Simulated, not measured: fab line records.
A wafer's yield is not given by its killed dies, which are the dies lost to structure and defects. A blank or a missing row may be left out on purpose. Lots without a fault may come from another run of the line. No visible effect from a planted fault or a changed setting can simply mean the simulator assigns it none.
Matching of chambers    flow nand_harc    NHARC_P_BONDPAD_STRIP_15 on rie_diel-08: 4 sister chambers
The step strips in O2. 4 wafers are shown with their chamber, then 9 later ones without.

== WAFERS WITH THEIR CHAMBER ==
wafer   chamber  drypump_motor_current_A (A)
L438.5  3        5.8
L452.1  2        5.0
L452.2  1        6.2
L452.4  0        6.1

== WAFERS WITH NO CHAMBER GIVEN ==
wafer   drypump_motor_current_A (A)
L453.3  6.3
L453.4  5.0
L453.6  5.0
L454.1  6.1
L454.2  5.0
L454.6  6.1
L455.1  6.1
L455.2  6.3
L455.4  5.0

== EACH ONE'S CHAMBER ==
wafer   from the rows above  in truth
L453.3  1                    1
L453.4  2                    2
L453.6  2                    2
L454.1  0                    0
L454.2  2                    2
L454.6  0                    0
L455.1  0                    0
L455.2  1                    1
L455.4  2                    2
9 of 9 placed correctly. Not placeable from these rows: 0. 0 placed wrongly.
How it was worked out, from the rows above alone: a wafer's distance from a chamber is the root of the sum, over the readings, of the square of ((its reading less the chamber's mean) divided by the reading's scatter). If the next closest chamber is less than 2 further off than the closest, the wafer can't be placed; otherwise it belongs to the closest. The mean given for a chamber averages the wafers shown for that chamber. The scatter (one wafer shown for each chamber): square how far every hidden wafer sits from the nearest shown wafer, average those squares and take the square root.
